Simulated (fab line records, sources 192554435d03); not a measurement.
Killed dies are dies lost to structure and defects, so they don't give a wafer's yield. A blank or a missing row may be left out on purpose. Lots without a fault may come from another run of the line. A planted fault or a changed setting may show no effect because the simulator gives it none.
Chamber matching | flow n5_finfet | N5_HKMG_FIN_STRIP_93 on rie_diel-04: 4 sister chambers
The step strips SOC in N2/H2, time 20 s. 8 wafers are shown with their chamber, then 12 later ones without.

WAFERS WITH THEIR CHAMBER
wafer  | chamber | drypump_motor_current_A (A) | throttle_valve_pct (%)
L079.6 | 0       | 5.7                         | 19.5
L086.3 | 2       | 5.7                         | 18.4
L086.5 | 2       | 5.7                         | 18.4
L088.1 | 1       | 6.4                         | 19.0
L088.5 | 3       | 5.8                         | 19.6
L090.1 | 1       | 6.4                         | 19.0
L090.2 | 0       | 5.8                         | 19.2
L090.3 | 3       | 5.8                         | 19.6

WAFERS WITHOUT THEIR CHAMBER
wafer  | drypump_motor_current_A (A) | throttle_valve_pct (%)
L090.4 | 5.8                         | 18.4
L090.5 | 5.8                         | 19.6
L090.6 | 5.7                         | 19.2
L091.3 | 5.8                         | 19.7
L091.5 | 5.7                         | 19.2
L091.6 | 5.8                         | 19.6
L093.1 | 5.8                         | 19.2
L093.4 | 5.7                         | 19.2
L093.5 | 5.8                         | 18.4
L097.1 | 5.8                         | 18.4
L097.2 | 5.7                         | 19.2
L097.3 | 5.8                         | 19.7

WHICH CHAMBER EACH WENT THROUGH
wafer  | from the rows above     | in truth
L090.4 | 2                       | 2
L090.5 | 3                       | 3
L090.6 | 0                       | 0
L091.3 | 3                       | 3
L091.5 | 0                       | 0
L091.6 | 3                       | 3
L093.1 | can't be placed: 0 or 3 | 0
L093.4 | 0                       | 0
L093.5 | 2                       | 2
L097.1 | 2                       | 2
L097.2 | 0                       | 0
L097.3 | 3                       | 3
Placed correctly: 11 of 12. Can't be placed from these rows: 1 (the true chamber is among the candidates in 1). Placed wrongly: 0.
How it was worked out, from the rows above alone: a wafer's distance from a chamber is the root of the sum, over the readings, of the square of ((its reading less the chamber's mean) divided by the reading's scatter). The wafer belongs to the nearest chamber; if the next one is less than 2 further off, it can't be placed. A chamber's mean is the mean of its shown wafers. The scatter: the root of (the sum of the squares of (reading less its chamber's mean) over the shown wafers, divided by (wafers less chambers)).
